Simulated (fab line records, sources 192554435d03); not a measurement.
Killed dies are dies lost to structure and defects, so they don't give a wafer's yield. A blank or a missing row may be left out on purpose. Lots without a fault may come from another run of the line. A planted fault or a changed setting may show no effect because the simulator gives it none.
fab line records | flow n5_finfet
record lots=11 wafers=28 last_day=16
route steps=1938 shown FIN_SAQP@148 FIN_CUT@166 BEOL_M4@1111 PASSIVATION@1936
lots that met no fault: from a run of the same line without faults
start_h: hours from the record's first day to the start of the lot's first wafer shown | wait_h: hours since the lot's step before | " the same as in the row above | L1.1+2: a row that stands for several wafers | - no value, or no start given | * or withheld: withheld | < > ~ a bound
route shown NAME@n: a module of which the file shows steps, and the number in the route of the first | usual: mean/standard deviation of fault-free wafers | same: alike in all rows | chamber/n: place in a boat | sites: the reading at each site | _std_site: their standard deviation | _edge_site: outer sites' mean less inner sites' | radius_mm: how far each site lies from the wafer's centre | mask NAME#n: copy n | behind: the tool/chamber that last shaped the wafer | hold: why the lot was held/for how many hours/how that ended | device: the transistor (n, p or np) that didn't switch | end of line: the same wafers' tests at the end of the route | a step without rows: its recipe alone | killed: dies lost to structure and defects at the first sort, not the wafer's yield | map: a wafer's dies, x killed, . not, _ none there
set.NAME: the setting as run; set.NAME@STEP: as run at that earlier step | model.NAME: the simulator's own value behind a step, which no gauge read
steps of the route over a sample of lots; a table a step, a row a wafer
services: from which hour (start_h, from the record's first day; less than 0 if before it) a tool's chamber was out of use, for how many hours, and why
## steps
# step N5_FIN_SAQP_CD_MEAS_37
# recipe target_cd_nm=8 polarity=line
# usual cd_nm=8.16/0.27
# columns lot.wafer tool chamber start_h wait_h cd_nm
L837.2 cd_sem-01 - 32.51 0.1 8.13
L837.6 " - " " 7.73
L838.2 cd_sem-02 - 38.44 0.1 8.31
L838.4 " - " " 8.00
L842.1 cd_sem-02 - 61.85 0.1 8.07
L842.5 " - " " 8.10
L842.6 " - " " 8.10
L844.1 cd_sem-03 - 74.74 0.1 7.61
L844.3 " - " " 8.67
L847.1 cd_sem-03 - 94.98 0.1 8.22
L847.2 " - " " 8.16
L847.6 " - " " 8.39
L848.1 cd_sem-01 - 101.67 0.1 7.90
L848.5 " - " " 8.15
L849.1 cd_sem-02 - 106.45 0.1 8.39
L849.2 " - " " 8.30
L849.3 " - " " 8.21
L850.5 cd_sem-03 - 110.74 0.0 8.60
L850.6 " - " " 8.48
L851.1 cd_sem-01 - 117.27 0.1 8.21
L851.2 " - " " 8.21
L851.5 " - " " 8.34
L852.2 cd_sem-02 - 122.26 0.1 7.85
L852.4 " - " " 7.93
L852.6 " - " " 7.81
L854.1 cd_sem-03 - 134.66 0.1 8.21
L854.2 " - " " 7.91
L854.3 " - " " 8.12
# step N5_FIN_SAQP_OCD_MEAS_76
# usual trench_depth_nm=121.1/2.9
# columns lot.wafer tool chamber start_h wait_h trench_depth_nm
L837.2 ocd-02 - 32.61 0.0 120.3
L837.6 " - " " 122.9
L838.2 ocd-01 - 38.54 0.0 123.8
L838.4 " - " " 119.7
L842.1 ocd-01 - 61.95 0.0 124.7
L842.5 " - " " 124.2
L842.6 " - " " 121.8
L844.1 ocd-01 - 74.84 0.0 120.2
L844.3 " - " " 125.9
L847.1 ocd-01 - 95.08 0.0 125.9
L847.2 " - " " 116.4
L847.6 " - " " 120.8
L848.1 ocd-01 - 101.77 0.0 119.7
L848.5 " - " " 125.7
L849.1 ocd-01 - 106.55 0.0 119.8
L849.2 " - " " 123.1
L849.3 " - " " 125.5
L850.5 ocd-02 - 110.83 0.0 123.1
L850.6 " - " " 118.9
L851.1 ocd-02 - 117.37 0.0 118.6
L851.2 " - " " 116.5
L851.5 " - " " 123.7
L852.2 ocd-01 - 122.36 0.0 125.9
L852.4 " - " " 121.0
L852.6 " - " " 125.3
L854.1 ocd-01 - 134.76 0.0 119.8
L854.2 " - " " 118.7
L854.3 " - " " 124.4
# step N5_FIN_CUT_DESCUM_13
# recipe chemistry=O2 time_s=7 source_power_w=50 bias_power_w=20 pressure_mtorr=20 rf_frequency_hz=2.712e+07 temp_c=40 resist=CAR-EUV o2_flow_sccm=225
# usual drypump_motor_current_A=5.7/0.38 oes_product_au=0.76/0.063 rf_vpp_V=242.9/1.1 showerhead_plenum_p_Torr=2.08/0.051 temp_c=40.00/0.12 throttle_valve_pct=20.43/0.25
# columns lot.wafer tool chamber start_h wait_h drypump_motor_current_A oes_product_au rf_hours_counter_h rf_vpp_V showerhead_plenum_p_Torr temp_c throttle_valve_pct
L837.2 rie_diel-01 1 33.07 0.0 5.5 0.77 136 243.7 2.10 39.79 20.48
L837.6 " 0 " " 5.6 0.71 - 243.8 2.10 40.19 20.49
L838.2 rie_diel-03 1 39.26 0.2 6.2 0.80 125 243.7 2.16 40.09 20.54
L838.4 " 0 " " 5.7 0.77 142 243.6 2.21 39.90 20.65
L842.1 rie_diel-02 2 62.53 0.0 5.1 0.72 158 244.4 2.10 40.37 20.60
L842.5 " 3 " " 5.4 0.85 - 243.4 2.11 39.97 19.83
L842.6 " 2 " " 5.1 0.73 - 241.5 2.10 40.14 20.59
L844.1 rie_diel-01 2 75.31 0.0 6.3 0.78 123 243.2 2.01 40.11 20.26
L844.3 " 1 " " 5.5 0.75 155 243.2 2.09 40.07 20.50
L847.1 rie_diel-01 2 95.69 0.1 6.3 0.77 128 243.6 2.00 39.96 20.27
L847.2 " 1 " " 5.5 0.76 161 243.9 2.09 40.23 20.52
L847.6 " 3 " " 5.4 0.74 - 243.2 2.09 40.00 20.43
L848.1 rie_diel-02 3 102.35 0.0 5.4 0.82 65 243.1 2.10 40.05 19.86
L848.5 " 2 " " 5.1 0.71 - 243.2 2.09 40.06 20.60
L849.1 rie_diel-02 0 107.13 0.0 6.2 0.74 176 241.6 2.04 39.97 20.55
L849.2 " 1 " " 5.8 1.02 0 242.8 2.06 40.16 20.18
L849.3 " 3 " " 5.4 0.82 68 243.5 2.10 39.82 19.86
L850.5 rie_diel-03 2 111.30 0.0 6.0 0.72 - 241.4 1.99 40.09 20.81
L850.6 " 3 " " 5.7 0.75 - 242.2 2.01 39.97 20.49
L851.1 rie_diel-02 1 117.82 0.0 5.8 1.00 3 242.2 2.06 39.80 20.17
L851.2 " 3 " " 5.3 0.82 71 244.5 2.10 40.05 19.87
L851.5 " 0 " " 6.3 0.75 - 243.0 2.04 40.12 20.55
L852.2 rie_diel-02 3 122.99 0.1 5.4 0.82 73 243.0 2.10 40.14 19.88
L852.4 " 1 " " 5.8 0.99 5 242.8 2.06 40.03 20.18
L852.6 " 0 " " 6.2 0.75 - 243.6 2.04 40.03 20.57
L854.1 rie_diel-03 2 135.35 0.0 6.0 0.71 236 242.0 1.98 40.01 20.80
L854.2 " 1 " " 6.2 0.78 154 242.8 2.15 40.01 20.61
L854.3 " 0 " " 5.7 0.73 172 244.8 2.20 39.80 20.70
# step N5_FIN_CUT_ETCH_21
# recipe chemistry=N2/H2 target=SOC target_depth_a=2190 overetch_a=438 mask_material=SiARC temp_c=40 ion_energy_ev=100 bias_w=61 time_s=523.5 pressure_mtorr=30 source_w=850 n2_flow_sccm=200 h2_flow_sccm=200
# usual drypump_motor_current_A=5.7/0.38 h2_flow_sccm=200.1/0.57 oes_product_au=0.70/0.058 rf_vpp_V=240.6/1.2 showerhead_plenum_p_Torr=2.52/0.065 temp_c=39.99/0.11 throttle_valve_pct=17.8/0.3
# columns lot.wafer tool chamber start_h wait_h drypump_motor_current_A h2_flow_sccm oes_product_au rf_hours_counter_h rf_vpp_V showerhead_plenum_p_Torr temp_c throttle_valve_pct
L837.2 rie_diel-01 1 33.17 0.0 5.5 200.2 0.71 136 240.5 2.54 39.90 17.8
L837.6 " 0 " " 5.7 200.8 0.65 - 239.9 2.52 40.05 17.6
L838.2 rie_diel-03 1 39.36 0.0 6.2 200.3 0.73 125 243.5 2.66 40.18 18.1
L838.4 " 0 " " 5.7 200.1 0.71 142 241.0 2.65 40.06 17.7
L842.1 rie_diel-02 2 62.62 0.0 5.2 199.9 0.67 158 241.1 2.54 40.00 17.9
L842.5 " 3 " " 5.4 199.7 0.79 - 240.5 2.57 39.87 17.3
L842.6 " 2 " " 5.2 200.9 0.66 - 240.2 2.54 39.78 17.9
L844.1 rie_diel-01 2 75.40 0.0 6.3 199.6 0.72 123 240.1 2.47 39.80 18.0
L844.3 " 1 " " 5.5 200.7 0.69 155 241.1 2.53 40.07 17.8
L847.1 rie_diel-01 2 95.78 0.0 6.3 199.0 0.72 128 239.3 2.47 39.93 18.0
L847.2 " 1 " " 5.5 199.4 0.68 161 241.4 2.53 39.99 17.9
L847.6 " 3 " " 5.5 198.8 0.70 - 240.2 2.54 40.11 17.8
L848.1 rie_diel-02 3 102.44 0.0 5.4 201.1 0.77 65 240.5 2.57 40.01 17.3
L848.5 " 2 " " 5.1 199.6 0.66 - 241.1 2.54 40.14 17.9
L849.1 rie_diel-02 0 107.23 0.0 6.3 199.9 0.69 177 240.6 2.56 40.11 18.4
L849.2 " 1 " " 5.8 198.9 0.94 0 239.6 2.49 40.11 17.4
L849.3 " 3 " " 5.3 200.1 0.76 68 242.3 2.56 39.92 17.4
L850.5 rie_diel-03 2 111.53 0.2 6.0 198.9 0.64 - 241.0 2.38 39.99 18.0
L850.6 " 3 " " 5.8 200.6 0.68 - 238.7 2.40 40.13 17.6
L851.1 rie_diel-02 1 117.91 0.0 5.8 219.3 0.92 3 239.7 2.55 39.95 18.1
L851.2 " 3 " " 5.3 220.4 0.77 72 242.2 2.62 40.02 18.0
L851.5 " 0 " " 6.3 220.2 0.69 - 239.8 2.62 40.10 19.2
L852.2 rie_diel-02 3 123.08 0.0 5.3 219.9 0.76 73 240.4 2.62 40.00 18.0
L852.4 " 1 " " 5.8 220.0 0.90 5 239.8 2.55 40.01 18.1
L852.6 " 0 " " 6.3 220.3 0.69 - 241.8 2.62 39.96 19.2
L854.1 rie_diel-03 2 135.44 0.0 6.0 200.2 0.63 236 238.1 2.38 39.95 18.0
L854.2 " 1 " " 6.2 199.9 0.70 154 242.1 2.64 40.20 18.1
L854.3 " 0 " " 5.7 199.9 0.68 172 240.7 2.64 39.80 17.8
# step N5_BEOL_M4_RC_MEAS_101
# usual DIBL_N=37.5/2 DIBL_P=37.5/2.5 IOFF_N=0.18/0.042 IOFF_P=0.24/0.046 ION_N=677/15 ION_P=464/9.5 SS_N=72.0/0.76 SS_P=73.6/0.79 VT_N=249/3.5 VT_P=-249/3.2
# columns lot.wafer tool chamber start_h wait_h DIBL_N[mV/V] DIBL_P[mV/V] IOFF_N[nA/um] IOFF_P[nA/um] ION_N[uA/um] ION_P[uA/um] SS_N[mV/dec] SS_P[mV/dec] VT_N[mV] VT_P[mV]
L837.2 prober-02 0 170.18 0.2 37.0 38.6 0.17 0.23 691 466 72.8 74.1 247 -251
L837.6 " 0 " " 38.1 39.7 0.18 0.26 667 458 72.8 74.7 251 -249
L838.2 prober-01 0 173.71 0.2 34.7 34.3 0.14 0.18 698 476 71.2 72.8 254 -251
L838.4 " 0 " " 38.8 37.2 0.21 0.21 670 459 73.5 73.6 247 -253
L842.1 prober-02 0 202.69 0.0 37.3 36.9 0.17 0.24 678 469 71.4 74.0 249 -249
L842.5 " 0 " " 39.1 38.0 0.20 0.26 684 472 72.7 74.2 248 -247
L842.6 " 0 " " 34.8 35.0 0.13 0.23 650 454 71.0 74.0 250 -248
L844.1 prober-02 0 216.10 0.0 34.7 33.6 0.12 0.16 657 454 70.5 71.5 257 -252
L844.3 " 0 " " 42.7 45.1 0.30 0.38 694 473 73.4 75.7 243 -241
L847.1 prober-01 0 228.21 0.0 37.1 40.3 0.19 0.27 658 446 71.9 74.3 250 -252
L847.2 " 0 " " 37.0 38.0 0.19 0.20 665 449 73.0 72.5 248 -252
L847.6 " 0 " " 36.0 37.7 0.15 0.20 654 446 72.2 72.6 254 -255
L848.1 prober-01 0 244.47 0.0 37.6 36.7 0.15 0.21 672 463 70.9 73.2 251 -249
L848.5 " 0 " " 36.7 34.8 0.16 0.19 681 464 71.4 73.0 250 -248
L850.5 prober-02 0 245.34 0.6 39.6 38.8 0.26 0.28 677 460 73.7 73.7 247 -246
L850.6 " 0 " " 34.4 33.9 0.14 0.20 685 464 71.8 72.4 250 -251
L849.1 prober-02 0 247.20 0.0 39.4 39.6 0.22 0.23 676 457 72.2 74.0 248 -252
L849.2 " 0 " " 39.2 39.9 0.21 0.25 680 460 72.6 74.8 247 -249
L849.3 " 0 " " 34.6 34.0 0.14 0.17 663 448 71.4 72.7 252 -254
L851.1 prober-01 0 248.21 0.0 41.2 41.2 0.24 0.31 666 450 72.3 74.2 249 -248
L851.2 " 0 " " 37.0 36.4 0.16 0.24 676 465 71.5 73.9 248 -248
L851.5 " 0 " " 40.0 39.8 0.22 0.28 691 476 72.2 73.6 247 -248
L852.2 prober-02 0 253.53 0.2 35.3 34.4 0.12 0.18 661 461 71.0 72.3 254 -252
L852.4 " 0 " " 36.3 35.7 0.15 0.20 688 476 71.4 72.5 252 -255
L852.6 " 0 " " 35.2 34.0 0.12 0.17 648 452 71.3 72.6 257 -254
L854.1 prober-01 0 273.67 0.0 40.8 40.6 0.23 0.29 690 470 72.2 74.2 244 -247
L854.2 " 0 " " 38.5 36.9 0.18 0.24 655 457 71.7 73.8 249 -247
L854.3 " 0 " " 39.0 38.1 0.19 0.25 664 460 71.6 73.0 249 -247
# step N5_PASSIVATION_PROBE_49
# usual defect_limited_yield=91.8/1.5 killed_at_M0_to_M3=33/11 killed_at_M4_up=13/5 killed_at_contacts=11/5.6 killed_at_front_end=36/12 killed_at_other=3.4/2.5 killed_dies=97/18 killed_open=64/13 killed_short=31/6.9 sort_bin_4_leakage=0.01/0.048 sort_bin_5_function=4.8/1 sort_bin_6_memory=3.1/0.64 sort_bin_8_speed=0.00/0.014 sort_n_pass=1083/18 sort_yield_pct=91.8/1.5
# same gross_dies=1180 killed_at_back_side=0
# columns lot.wafer tool chamber start_h wait_h defect_limited_yield[%] killed_at_M0_to_M3 killed_at_M4_up killed_at_contacts killed_at_front_end killed_at_other killed_dies killed_open killed_short sort_bin_4_leakage[%] sort_bin_5_function[%] sort_bin_6_memory[%] sort_bin_8_speed[%] sort_n_pass sort_yield_pct[%]
L849.1 prober-02 - 347.92 0.0 90.2 31 10 24 49 2 116 71 41 0 5.8 3.7 0 1064 90.2
L849.2 prober-02 - 347.97 0.1 90.1 40 19 20 37 1 117 83 34 0 6.4 3.3 0 1063 90.1
L849.3 prober-02 - 348.02 0.1 92.0 34 8 20 27 5 94 66 26 0 4.6 3.4 0 1086 92.0
L852.2 prober-01 - 370.22 0.1 89.1 46 22 20 36 5 129 81 41 0 5.7 4.6 0 1051 89.1
L852.4 prober-01 - 370.32 0.2 90.1 34 20 23 34 6 117 79 36 0 5.6 4.3 0 1063 90.1
L852.6 prober-01 - 370.42 0.3 91.2 21 13 11 54 5 104 63 33 0 4.6 3.6 0 1076 91.2
# killed by level:class
L849.1 BEOL_M0_SAQP:geometric_particle:open=14 MOL_CONTACT_COAG:geometric_particle:short=12 MOL_CONTACT_COAG:geometric_particle:open=11 DUMMY_GATE:geometric_particle:open=7 BEOL_M0_SAQP:geometric_particle:short=7 GATE_CUT:geometric_particle:short=6 FIN_SAQP:geometric_particle:short=5 STI_FIN_REVEAL:geometric_particle:open=5
L849.2 MOL_CONTACT_COAG:geometric_particle:open=16 BEOL_M0_SAQP:geometric_particle:open=10 FIN_SAQP:geometric_particle:open=9 DUMMY_GATE:geometric_particle:open=8 BEOL_M3:geometric_particle:open=7 BEOL_M0_SAQP:geometric_particle:short=6 BEOL_M2:geometric_particle:open=6 BEOL_M4:geometric_particle:open=6
L849.3 MOL_CONTACT_COAG:geometric_particle:open=15 BEOL_M0_SAQP:geometric_particle:short=11 BEOL_M0_SAQP:geometric_particle:open=8 DUMMY_GATE:geometric_particle:open=7 BEOL_M1:geometric_particle:open=6 BEOL_M2:geometric_particle:open=6 STARTING-WAFER:geometric_particle:open=5 SPACER0:geometric_particle:open=3
L852.2 MOL_CONTACT_COAG:geometric_particle:open=18 BEOL_M1:geometric_particle:open=11 FIN_SAQP:geometric_particle:short=10 BEOL_M3:geometric_particle:open=9 BEOL_M0_SAQP:geometric_particle:short=7 BEOL_M0_SAQP:geometric_particle:open=6 STI_FIN_REVEAL:geometric_particle:open=5 BEOL_M4:geometric_particle:open=5
L852.4 MOL_CONTACT_COAG:geometric_particle:open=20 BEOL_M4:geometric_particle:open=10 FIN_SAQP:geometric_particle:short=7 BEOL_M0_SAQP:geometric_particle:open=7 FIN_SAQP:geometric_particle:open=6 STI_FIN_REVEAL:geometric_particle:open=6 BEOL_M0_SAQP:geometric_particle:short=6 BEOL_M1:geometric_particle:open=6
L852.6 STI_FIN_REVEAL:geometric_particle:open=11 MOL_CONTACT_COAG:geometric_particle:open=11 FIN_SAQP:geometric_particle:short=10 BEOL_M4:geometric_particle:open=8 BEOL_M1:geometric_particle:open=8 HKMG_FIN:area_etch=7 DUMMY_GATE:geometric_particle:open=6 FIN_SAQP:geometric_particle:open=5
## services
# columns tool chamber start_h hours kind
rie_diel-01 0 35.44 40.3 repair
rie_diel-01 3 44.23 9.5 repair
rie_diel-01 2 53.35 6.5 repair
rie_diel-02 1 78.97 - clean
rie_diel-02 1 78.97 - consumable_replace:focus_ring
rie_diel-02 1 78.97 27.7 scheduled_down
rie_diel-02 1 78.97 27.7 vent_cycle
rie_diel-01 2 96.68 7.6 repair
## key
first_sign step=N5_FIN_CUT_ETCH_21 reading=h2_flow_sccm direction=up sigmas=35 usual=200.1 struck=220.0
effect step=N5_FIN_CUT_ETCH_21 reading=throttle_valve_pct direction=up sigmas=1.9 usual=* struck=*
met_at N5_FIN_CUT_ETCH_21
struck_lots L851,L852
not_acting_at N5_FIN_SAQP_CD_MEAS_37,N5_FIN_SAQP_OCD_MEAS_76,N5_FIN_CUT_DESCUM_13
onset_between 107.23 117.91
fault kind=process_parameter_drift tool=rie_diel-02 chamber=- onset_h=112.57 steps=N5_FIN_CUT_ETCH_21 channel=h2_flow_sccm offset=20 shape=step end_h=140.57 acts_in=these_recipes_only stated=200
